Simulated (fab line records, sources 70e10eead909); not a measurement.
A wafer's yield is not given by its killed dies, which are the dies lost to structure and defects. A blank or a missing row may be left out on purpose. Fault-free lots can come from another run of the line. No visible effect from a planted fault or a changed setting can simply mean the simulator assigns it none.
Which tool did it? + flow nand_harc + at 1 step of a route of 1302, 14 lots with 42 wafers sampled

WHAT THE GAUGES READ, wafer by wafer
NHARC_P_M2_THK_MEAS_24: measures by xrf.
| lot  | measured     | on            | thk_nm (nm)       |
|------|--------------|---------------|-------------------|
| L128 | day 7 12:50  | film_metro-01 | 145.0 145.6 143.9 |
| L129 | day 7 15:41  | film_metro-01 | 142.9 145.9 146.1 |
| L131 | day 8 15:37  | film_metro-01 | 146.3 147.1 148.7 |
| L132 | day 9 11:56  | film_metro-01 | 144.2 139.9 146.1 |
| L134 | day 9 21:08  | film_metro-01 | 142.3 143.9 143.5 |
| L135 | day 10 07:46 | film_metro-01 | 144.5 145.9 142.8 |
| L136 | day 10 16:27 | film_metro-02 | 145.0 144.2 141.9 |
| L138 | day 11 07:06 | film_metro-01 | 143.9 145.5 144.2 |
| L137 | day 11 12:56 | film_metro-01 | 143.0 144.2 146.0 |
| L139 | day 12 04:53 | film_metro-01 | 146.4 146.2 145.1 |
| L143 | day 13 13:06 | film_metro-01 | 144.1 144.3 145.4 |
| L147 | day 15 06:34 | film_metro-01 | 146.0 146.3 143.0 |
| L148 | day 15 21:07 | film_metro-02 | 144.0 143.9 145.4 |
| L149 | day 16 06:08 | film_metro-02 | 145.0 145.5 143.7 |

EACH LOT AND THE TOOL THAT RAN IT (in order: tool; ch and the chambers of the sampled wafers; start)
There is no process step in the record ahead of these readings.

WHAT THE TOOLS THEMSELVES READ (means of the sampled wafers that have a number; where no wafer has one, the mark that the record gives instead)
The record holds no such reading with a usual standard deviation.

THE ANSWER, worked out from the rows above alone
Rule: the lots themselves supply what counts as usual. Put in order of their means at a reading, lots are off if they are a third of the lots or fewer, leave a main group of 4 or more, and stand apart from it by a gap of 3 or more times the standard deviation of the main group's means; of several such gaps the widest counts. A main group whose means are all the same, to the digits that the tables above print for the reading, isn't used. A lot without any number at a reading at which 4 lots or more have one is off too. Where the step has rows for the other lots, those lots are counted as sound. Order of review: gauges by route order, followed by the tools' own readings, for which a lot's mean as printed above is used. At the first step where some lot is off, the reading lying furthest off is the one used; lots without a number count as furthest.
No lot is off at any reading shown: from this, nothing can be told.

WHAT WAS PUT IN BY THE SIMULATOR
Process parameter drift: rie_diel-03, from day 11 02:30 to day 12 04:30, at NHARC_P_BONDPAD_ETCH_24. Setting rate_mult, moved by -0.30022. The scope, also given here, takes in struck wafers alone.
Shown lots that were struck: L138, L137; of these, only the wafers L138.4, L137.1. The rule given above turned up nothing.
